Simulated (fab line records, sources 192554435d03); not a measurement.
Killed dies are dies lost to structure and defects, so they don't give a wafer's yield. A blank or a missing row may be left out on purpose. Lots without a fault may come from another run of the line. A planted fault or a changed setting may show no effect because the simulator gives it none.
Chamber matching | flow n5_finfet | N5_GATE_CUT_CMP_23 on cmp-01: 4 sister chambers
The step polishes, stops on SiO2, t overpolish 23.4 s, target thk 16 nm. 4 wafers are shown with their chamber, then 8 later ones without.

WAFERS WITH THEIR CHAMBER
wafer  | chamber | motor_current_A (A)
L081.4 | 1       | 9.0
L083.3 | 0       | 7.8
L083.6 | 2       | 7.8
L084.2 | 3       | 9.0

WAFERS WITHOUT THEIR CHAMBER
wafer  | motor_current_A (A)
L084.4 | 7.8
L084.6 | 8.0
L087.1 | 8.2
L087.2 | 9.6
L087.3 | 7.2
L090.3 | 8.1
L090.4 | 7.8
L090.6 | 8.7

WHICH CHAMBER EACH WENT THROUGH
wafer  | from the rows above               | in truth
L084.4 | can't be placed: 0 or 2           | 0
L084.6 | can't be placed: 0 or 2           | 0
L087.1 | can't be placed: 0 or 2 or 1 or 3 | 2
L087.2 | can't be placed: 1 or 3           | 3
L087.3 | can't be placed: 0 or 2           | 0
L090.3 | can't be placed: 0 or 2 or 1 or 3 | 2
L090.4 | can't be placed: 0 or 2           | 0
L090.6 | can't be placed: 1 or 3 or 0 or 2 | 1
Placed correctly: 0 of 8. Can't be placed from these rows: 8 (the true chamber is among the candidates in 8). Placed wrongly: 0.
How it was worked out, from the rows above alone: a wafer's distance from a chamber is the root of the sum, over the readings, of the square of ((its reading less the chamber's mean) divided by the reading's scatter). The wafer belongs to the nearest chamber; if the next one is less than 2 further off, it can't be placed. A chamber's mean is the mean of its shown wafers. The scatter: with one shown wafer a chamber, the root of the mean of the squares of how far each hidden wafer lies from its nearest shown one.
